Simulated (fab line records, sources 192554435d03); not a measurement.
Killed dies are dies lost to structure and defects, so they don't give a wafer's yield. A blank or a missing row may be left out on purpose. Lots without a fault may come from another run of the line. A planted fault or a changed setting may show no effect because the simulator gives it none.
fab line records | flow n5_finfet
record lots=8 wafers=24 last_day=18
route steps=1938 shown BEOL_M7@1280 PASSIVATION@1936
lots that met no fault: from a run of the same line without faults
start_h: hours from the record's first day to the start of the lot's first wafer shown | wait_h: hours since the lot's step before | " the same as in the row above | L1.1+2: a row that stands for several wafers | - no value, or no start given | * or withheld: withheld | < > ~ a bound
route shown NAME@n: a module of which the file shows steps, and the number in the route of the first | usual: mean/standard deviation of fault-free wafers | same: alike in all rows | chamber/n: place in a boat | sites: the reading at each site | _std_site: their standard deviation | _edge_site: outer sites' mean less inner sites' | radius_mm: how far each site lies from the wafer's centre | mask NAME#n: copy n | behind: the tool/chamber that last shaped the wafer | hold: why the lot was held/for how many hours/how that ended | device: the transistor (n, p or np) that didn't switch | end of line: the same wafers' tests at the end of the route | a step without rows: its recipe alone | killed: dies lost to structure and defects at the first sort, not the wafer's yield | map: a wafer's dies, x killed, . not, _ none there
set.NAME: the setting as run; set.NAME@STEP: as run at that earlier step | model.NAME: the simulator's own value behind a step, which no gauge read
steps of the route over a sample of lots; a table a step, a row a wafer
services: from which hour (start_h, from the record's first day; less than 0 if before it) a tool's chamber was out of use, for how many hours, and why
## steps
# step N5_BEOL_M7_ETCH_61
# recipe chemistry=CF4 target=SiARC target_depth_a=455 mask_material=CAR-ArF time_s=75.8 ion_energy_ev=80 pressure_mtorr=40 source_w=545 bias_w=36 Ar_flow_sccm=100 cf4_flow_sccm=100 ends=cleared
# usual bias_w=36.00/0.11 chamber_pressure_mTorr=40.01/0.037 drypump_motor_current_A=5.6/0.45 etch_rf_on_time_s=75.4/1.8 mfc_ar_sccm=100.01/0.28 oes_product_au=0.68/0.073 rf_vpp_V=183.9/1.2 showerhead_plenum_p_Torr=2.14/0.077 throttle_valve_pct=15.57/0.26
# columns lot.wafer tool chamber start_h wait_h bias_w chamber_pressure_mTorr drypump_motor_current_A etch_rf_on_time_s mfc_ar_sccm oes_product_au rf_hours_counter_h rf_vpp_V showerhead_plenum_p_Torr throttle_valve_pct
L539.1 rie_diel-05 1 210.60 0.0 36.23 40.00 5.5 75.0 100.23 0.63 175 181.7 2.04 15.42
L539.2 " 0 " " 35.93 39.99 6.1 75.5 99.68 0.78 36 183.5 2.10 15.14
L539.3 " 2 " " 35.87 39.98 5.8 75.8 99.60 0.62 148 183.1 2.14 15.75
L538.3 rie_diel-04 1 212.98 0.0 36.04 40.01 5.1 76.4 100.08 0.57 245 183.6 2.10 15.76
L538.4 " 3 " " 36.13 40.03 5.4 76.6 100.39 0.72 44 184.6 2.28 15.15
L538.6 " 1 " " 36.17 39.98 5.0 76.3 100.24 0.57 - 182.7 2.10 15.77
L540.1 rie_diel-03 0 213.27 0.0 35.97 40.04 5.8 77.8 99.42 0.60 184 185.1 2.21 16.03
L540.2 " 3 " " 36.01 40.00 5.9 74.5 100.09 0.76 34 184.1 2.19 15.50
L540.5 " 0 " " 35.94 39.95 5.8 78.1 99.69 0.61 - 184.4 2.21 16.04
L542.4 rie_diel-05 3 227.62 0.0 35.95 39.98 5.4 74.3 100.43 0.70 91 184.2 2.15 15.63
L542.5 " 0 " " 35.92 40.00 6.1 76.4 100.23 0.77 - 183.6 2.10 15.15
L542.6 " 3 " " 36.14 40.02 5.4 75.3 100.43 0.68 - 185.5 2.15 15.61
L549.1 rie_diel-05 1 284.53 0.0 35.94 39.98 5.5 76.6 99.81 0.61 191 182.4 2.03 15.43
L549.2 " 0 " " 36.10 39.98 6.1 75.9 99.51 0.74 56 182.5 2.09 15.18
L549.5 " 2 " " 35.88 40.04 5.8 77.4 100.24 0.61 - 182.6 2.13 15.79
L551.1 rie_diel-04 3 289.64 0.0 36.03 40.03 5.4 76.7 100.57 0.70 67 185.0 2.27 15.21
L551.2 " 2 " " 35.78 40.00 5.0 74.7 99.91 0.62 208 182.6 2.03 15.65
L551.6 " 0 " " 35.95 40.03 6.3 73.8 99.92 0.70 - 183.1 2.07 15.72
L557.3 rie_diel-04 3 329.92 0.0 36.03 39.99 5.4 75.9 99.89 0.69 80 185.5 2.27 15.22
L557.5 " 3 " " 36.19 39.97 5.4 76.7 99.76 0.67 - 185.2 2.26 15.22
L557.6 " 2 " " 36.04 39.96 5.0 73.9 100.00 0.62 - 182.3 2.03 15.68
L558.3 rie_diel-04 3 333.48 0.0 35.97 39.99 5.4 75.8 100.13 0.68 82 185.1 2.26 15.24
L558.4 " 2 " " 36.00 40.02 5.0 74.2 100.67 0.62 218 183.8 2.03 15.68
L558.5 " 0 " " 35.84 40.02 6.3 72.5 100.61 0.70 - 182.6 2.06 15.75
# step N5_BEOL_M7_ETCH_66
# recipe chemistry=N2/H2 target=SOC target_depth_a=800 overetch_a=160 mask_material=SiARC temp_c=40 time_s=120 ion_energy_ev=200 pressure_mtorr=30 source_w=840 bias_w=150 n2_flow_sccm=200 h2_flow_sccm=200
# usual bias_w=150.0/0.46 chamber_pressure_mTorr=30.000/0.026 drypump_motor_current_A=5.6/0.4 oes_product_au=0.61/0.058 rf_vpp_V=523.3/2.5 showerhead_plenum_p_Torr=2.52/0.088 temp_c=39.97/0.1 throttle_valve_pct=17.75/0.29
# columns lot.wafer tool chamber start_h wait_h bias_w chamber_pressure_mTorr drypump_motor_current_A oes_product_au rf_hours_counter_h rf_vpp_V showerhead_plenum_p_Torr temp_c throttle_valve_pct
L539.1 rie_diel-05 0 211.54 0.0 150.2 30.005 6.1 0.71 36 522.7 2.50 40.10 17.43
L539.2 " 2 " " 150.4 29.976 5.8 0.56 148 523.7 2.54 39.90 18.06
L539.3 " 3 " " 149.5 30.042 5.4 0.62 87 522.0 2.55 39.96 17.84
L540.1 rie_diel-03 2 215.66 0.0 149.7 30.031 5.9 0.54 227 518.9 2.41 39.90 17.85
L540.2 " 1 " " 149.9 30.021 4.9 0.70 15 524.6 2.62 40.00 17.89
L540.5 " 1 " " 150.0 30.022 4.9 0.71 - 526.6 2.62 39.98 17.91
L538.3 rie_diel-05 0 215.87 0.0 150.2 30.048 6.1 0.70 37 521.7 2.50 40.07 17.45
L538.4 " 2 " " 149.6 30.020 5.8 0.57 150 524.4 2.54 39.84 18.06
L538.6 " 3 " " 150.6 30.044 5.4 0.62 - 524.5 2.55 39.72 17.84
L542.4 rie_diel-04 0 230.11 0.0 150.1 29.989 6.3 0.65 60 521.9 2.48 39.90 18.08
L542.5 " 3 " " 150.6 30.070 5.4 0.64 - 528.7 2.71 39.90 17.39
L542.6 " 2 " " 150.4 29.981 5.0 0.57 - 520.1 2.43 40.05 17.90
L549.1 rie_diel-05 2 287.13 0.0 149.3 30.010 5.8 0.56 168 524.5 2.53 39.88 18.08
L549.2 " 0 " " 150.5 30.007 6.1 0.67 57 522.9 2.49 39.87 17.47
L549.5 " 0 " " 150.0 30.015 6.1 0.67 - 521.3 2.49 40.09 17.48
L551.1 rie_diel-05 1 291.33 0.0 149.5 30.000 5.5 0.55 194 520.2 2.40 39.97 17.51
L551.2 " 2 " " 149.4 29.997 5.8 0.56 170 522.5 2.53 40.04 18.10
L551.6 " 0 " " 150.5 30.026 6.1 0.67 - 522.7 2.49 40.05 17.47
L557.3 rie_diel-04 2 331.88 0.0 150.2 30.007 5.0 0.55 217 521.4 2.42 39.97 17.96
L557.5 " 1 " " 149.4 30.021 5.0 0.66 - 521.0 2.47 39.99 17.42
L557.6 " 2 " " 149.5 30.010 5.0 0.55 - 518.5 2.42 39.83 17.96
L558.3 rie_diel-03 2 336.28 0.0 149.7 30.007 6.0 0.73 8 528.3 2.72 39.97 17.48
L558.4 " 0 " " 150.0 29.992 5.8 0.53 224 526.1 2.63 39.82 18.34
L558.5 " 2 " " 150.0 29.967 6.0 0.73 - 529.5 2.72 39.93 17.48
# step N5_BEOL_M7_VIA_ETCH_34
# recipe chemistry=C4F6/O2 target=SiCOH_lowk target_depth_a=1255 mask_material=SOC taper_deg=4 time_s=50.5 ion_energy_ev=250 pressure_mtorr=30 source_w=345 bias_w=185 Ar_flow_sccm=300 C4F6_flow_sccm=10 O2_flow_sccm=10
# usual C4F6_flow_sccm=9.999/0.03 bias_w=185.0/0.56 chamber_pressure_mTorr=30.000/0.029 drypump_motor_current_A=5.6/0.39 mfc_ar_sccm=300.0/0.94 oes_f_703_au=0.79/0.076 oes_product_au=0.79/0.08 rf_vpp_V=667/13 showerhead_plenum_p_Torr=2.82/0.1 throttle_valve_pct=20.81/0.26
# columns lot.wafer tool chamber start_h wait_h C4F6_flow_sccm bias_w chamber_pressure_mTorr drypump_motor_current_A mfc_ar_sccm oes_f_703_au oes_product_au rf_hours_counter_h rf_vpp_V showerhead_plenum_p_Torr throttle_valve_pct
L539.1 rie_diel-05 0 211.64 0.0 9.977 185.0 29.979 6.1 299.3 0.90 0.90 36 665 2.80 20.49
L539.2 " 2 " " 10.008 185.3 30.018 5.8 299.6 0.73 0.74 148 669 2.85 21.07
L539.3 " 3 " " 10.017 185.8 29.952 5.4 298.8 0.83 0.81 87 642 2.87 21.00
L540.1 rie_diel-03 2 215.76 0.0 10.007 186.1 29.965 5.9 300.5 0.67 0.70 227 680 2.71 20.92
L540.2 " 1 " " 10.034 184.7 30.001 4.9 298.9 0.94 0.95 15 661 2.91 20.79
L540.5 " 1 " " 9.986 184.6 29.949 4.9 300.3 0.94 0.94 - 661 2.91 20.78
L538.3 rie_diel-05 0 215.98 0.0 10.014 185.5 29.987 6.0 301.3 0.90 0.90 37 666 2.80 20.50
L538.4 " 2 " " 10.022 185.0 30.031 5.8 299.0 0.74 0.73 150 670 2.85 21.07
L538.6 " 3 " " 9.943 185.1 29.990 5.4 301.0 0.82 0.81 - 642 2.87 21.01
L542.4 rie_diel-04 0 230.21 0.0 10.021 185.7 29.995 6.3 301.5 0.87 0.84 60 650 2.76 21.00
L542.5 " 3 " " 9.972 185.3 30.051 5.4 299.9 0.83 0.83 - 675 3.03 20.48
L542.6 " 2 " " 9.960 184.9 30.036 5.0 299.8 0.77 0.73 - 655 2.72 20.87
L549.1 rie_diel-05 2 287.23 0.0 10.024 199.7 29.978 5.8 298.7 0.73 0.73 168 709 2.84 21.12
L549.2 " 0 " " 10.027 199.2 29.985 6.1 302.9 0.89 0.88 57 704 2.79 20.53
L549.5 " 0 " " 10.024 199.1 29.997 6.1 301.3 0.87 0.89 - 704 2.79 20.55
L551.1 rie_diel-05 1 291.43 0.0 10.029 199.1 29.996 5.5 299.9 0.71 0.73 194 722 2.68 20.52
L551.2 " 2 " " 10.037 199.2 30.041 5.8 301.5 0.73 0.73 170 711 2.84 21.10
L551.6 " 0 " " 9.990 199.3 29.996 6.1 299.1 0.87 0.89 - 703 2.79 20.53
L557.3 rie_diel-04 2 331.98 0.0 9.991 185.5 29.973 5.0 300.4 0.75 0.71 218 655 2.71 20.93
L557.5 " 1 " " 10.012 185.3 29.970 5.0 300.3 0.84 0.87 - 681 2.78 20.68
L557.6 " 2 " " 9.987 186.0 30.047 5.0 300.4 0.75 0.72 - 654 2.71 20.94
L558.3 rie_diel-03 2 336.38 0.0 9.952 185.7 29.979 6.0 299.6 0.92 0.94 8 689 3.04 20.61
L558.4 " 0 " " 10.001 184.3 29.974 5.8 299.6 0.69 0.67 224 654 2.92 21.33
L558.5 " 2 " " 9.989 185.0 30.062 6.0 299.0 0.92 0.95 - 691 3.04 20.61
# step N5_BEOL_M7_STRIP_36
# recipe chemistry=N2/H2 power_w=450 temp_c=40 pressure_mtorr=20 rf_frequency_hz=6e+07 overash_fraction=0.3 bias_power_w=7 h2_frac=0.5 n2_flow_sccm=200 h2_flow_sccm=200
# usual chamber_pressure_mTorr=20.00/0.034 drypump_motor_current_A=5.6/0.39 oes_product_au=0.80/0.082 rf_vpp_V=59.0/1.5 showerhead_plenum_p_Torr=2.52/0.089 temp_c=40.00/0.1 throttle_valve_pct=23.6/0.37
# columns lot.wafer tool chamber start_h wait_h chamber_pressure_mTorr drypump_motor_current_A oes_product_au rf_hours_counter_h rf_vpp_V showerhead_plenum_p_Torr temp_c throttle_valve_pct
L539.1 rie_diel-05 0 211.69 0.0 19.91 6.1 0.93 36 59.3 2.49 39.91 23.4
L539.2 " 2 " " 19.97 5.8 0.73 148 61.0 2.54 40.06 24.0
L539.3 " 3 " " 20.07 5.4 0.82 87 59.0 2.55 39.86 23.7
L540.1 rie_diel-03 2 215.81 0.0 20.03 6.0 0.71 227 58.8 2.40 39.87 23.6
L540.2 " 1 " " 19.97 5.0 0.93 15 59.7 2.62 39.95 24.0
L540.5 " 1 " " 20.00 4.9 0.93 - 56.8 2.62 39.90 24.0
L538.3 rie_diel-05 0 216.03 0.0 20.01 6.1 0.92 37 57.1 2.49 40.05 23.4
L538.4 " 2 " " 19.99 5.8 0.72 150 60.2 2.54 39.85 24.0
L538.6 " 3 " " 20.04 5.4 0.81 - 60.6 2.55 40.09 23.7
L542.4 rie_diel-04 0 230.26 0.0 20.00 6.3 0.85 60 57.6 2.48 39.90 24.0
L542.5 " 3 " " 20.01 5.4 0.84 - 59.2 2.70 40.06 23.2
L542.6 " 2 " " 20.00 5.0 0.74 - 59.6 2.43 39.92 23.8
L549.1 rie_diel-05 2 287.28 0.0 19.96 5.8 0.72 168 58.1 2.53 39.99 24.0
L549.2 " 0 " " 20.01 6.1 0.88 57 59.2 2.48 40.06 23.4
L549.5 " 0 " " 20.01 6.1 0.87 - 58.6 2.49 39.89 23.4
L551.1 rie_diel-05 1 291.48 0.0 19.92 5.5 0.71 194 61.0 2.40 39.95 23.1
L551.2 " 2 " " 20.02 5.8 0.71 170 61.6 2.53 40.11 24.0
L551.6 " 0 " " 20.00 6.1 0.87 - 58.2 2.48 40.00 23.4
L557.3 rie_diel-04 2 332.04 0.0 20.01 5.0 0.71 218 57.9 2.41 40.18 23.8
L557.5 " 1 " " 19.96 5.1 0.89 - 60.9 2.47 40.12 23.1
L557.6 " 2 " " 20.00 5.0 0.72 - 59.1 2.41 40.13 23.8
L558.3 rie_diel-03 2 336.43 0.0 20.02 6.0 0.95 8 61.6 2.71 39.95 23.3
L558.4 " 0 " " 19.95 5.8 0.68 224 59.7 2.62 40.09 24.1
L558.5 " 2 " " 20.00 6.0 0.95 - 59.2 2.71 39.87 23.3
# step N5_PASSIVATION_PROBE_49
# usual defect_limited_yield=91.2/1.3 killed_at_M0_to_M3=34/10 killed_at_M4_up=13/4.6 killed_at_contacts=13/5.5 killed_at_front_end=41/12 killed_at_other=2.8/2.4 killed_dies=104/16 killed_open=67/12 killed_short=33/7.2 sort_bin_5_function=5.1/0.86 sort_bin_6_memory=3.3/0.62 sort_bin_8_speed=0.00/0.014 sort_n_pass=1076/16
# same gross_dies=1180 killed_at_back_side=0 sort_bin_4_leakage[%]=0
# columns lot.wafer tool chamber start_h wait_h defect_limited_yield[%] killed_at_M0_to_M3 killed_at_M4_up killed_at_contacts killed_at_front_end killed_at_other killed_dies killed_open killed_short sort_bin_5_function[%] sort_bin_6_memory[%] sort_bin_8_speed[%] sort_n_pass
L540.1 prober-02 - 301.86 0.0 91.7 32 9 25 31 1 98 61 31 4.6 3.3 0 1082
L540.2 prober-02 - 301.91 0.1 92.6 30 7 14 36 0 87 56 26 4.2 2.9 0 1093
L540.5 prober-02 - 302.06 0.2 92.6 21 14 19 25 8 87 60 26 4.2 3.1 0 1093
L551.2 prober-01 - 369.77 0.1 92.3 16 14 5 46 10 91 60 27 5.0 2.6 0 1089
L551.6 prober-01 - 369.97 0.3 90.8 47 4 13 41 4 109 76 27 5.4 3.4 0 1071
# killed by level:class
L540.1 MOL_CONTACT_COAG:geometric_particle:open=16 STI_FIN_REVEAL:geometric_particle:open=9 MOL_CONTACT_COAG:geometric_particle:short=8 BEOL_M3:geometric_particle:open=7 BEOL_M2:geometric_particle:open=6 FIN_SAQP:geometric_particle:short=5 STI_FIN_REVEAL:geometric_particle:short=4 BEOL_M0_SAQP:geometric_particle:open=4
L540.2 MOL_CONTACT_COAG:geometric_particle:open=11 BEOL_M3:geometric_particle:open=11 GATE_CUT:geometric_particle:short=8 FIN_SAQP:geometric_particle:short=7 BEOL_M0_SAQP:geometric_particle:open=6 DUMMY_GATE:geometric_particle:open=5 STI_FIN_REVEAL:geometric_particle:open=4 FIN_SAQP:geometric_particle:open=3
L540.5 MOL_CONTACT_COAG:geometric_particle:open=18 FIN_SAQP:geometric_particle:short=6 BEOL_M0_SAQP:geometric_particle:short=5 BEOL_M2:geometric_particle:open=5 STI_FIN_REVEAL:geometric_particle:open=4 DUMMY_GATE:geometric_particle:open=4 BEOL_M0_SAQP:geometric_particle:open=4 BEOL_M4:geometric_particle:open=4
L551.2 STI_FIN_REVEAL:geometric_particle:open=9 FIN_SAQP:geometric_particle:open=9 FIN_SAQP:geometric_particle:short=7 BEOL_M2:geometric_particle:open=6 BEOL_M0_SAQP:geometric_particle:short=5 GATE_CUT:geometric_particle:open=4 MOL_CONTACT_COAG:geometric_particle:open=4 STARTING-WAFER:geometric_particle:open=4
L551.6 BEOL_M0_SAQP:geometric_particle:open=15 BEOL_M2:geometric_particle:open=15 FIN_SAQP:geometric_particle:short=8 FIN_SAQP:geometric_particle:open=8 MOL_CONTACT_COAG:geometric_particle:open=8 BEOL_M0_SAQP:geometric_particle:short=6 STARTING-WAFER:geometric_particle:open=6 GATE_CUT:geometric_particle:open=5
## services
# columns tool chamber start_h hours kind
rie_diel-04 - 199.56 1.0 repair
rie_diel-04 1 231.91 - clean
rie_diel-04 1 231.91 - consumable_replace:focus_ring
rie_diel-04 1 231.91 14.9 scheduled_down
rie_diel-04 1 231.91 14.9 vent_cycle
rie_diel-05 - 243.98 0.4 repair
rie_diel-05 1 248.26 8.4 repair
rie_diel-05 - 265.91 4.3 pm
rie_diel-05 - 283.06 1.3 repair
rie_diel-03 2 284.87 - clean
rie_diel-03 2 284.87 - consumable_replace:focus_ring
rie_diel-03 2 284.87 - consumable_replace:showerhead
rie_diel-03 2 284.87 22.5 scheduled_down
rie_diel-03 2 284.87 22.5 vent_cycle
rie_diel-04 2 310.40 11.5 repair
## key
first_sign step=N5_BEOL_M7_VIA_ETCH_34 reading=bias_w direction=up sigmas=25 usual=* struck=*
effect step=N5_BEOL_M7_VIA_ETCH_34 reading=rf_vpp_V direction=up sigmas=3.1 usual=667 struck=709
met_at N5_BEOL_M7_VIA_ETCH_34
struck_lots L549,L551
not_acting_at N5_BEOL_M7_ETCH_61,N5_BEOL_M7_ETCH_66,N5_BEOL_M7_STRIP_36
onset_between 215.98 287.23
fault kind=process_parameter_drift tool=rie_diel-05 chamber=- onset_h=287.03 steps=N5_BEOL_M7_VIA_ETCH_34 channel=bias_w offset=* shape=step end_h=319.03 acts_in=* stated=*
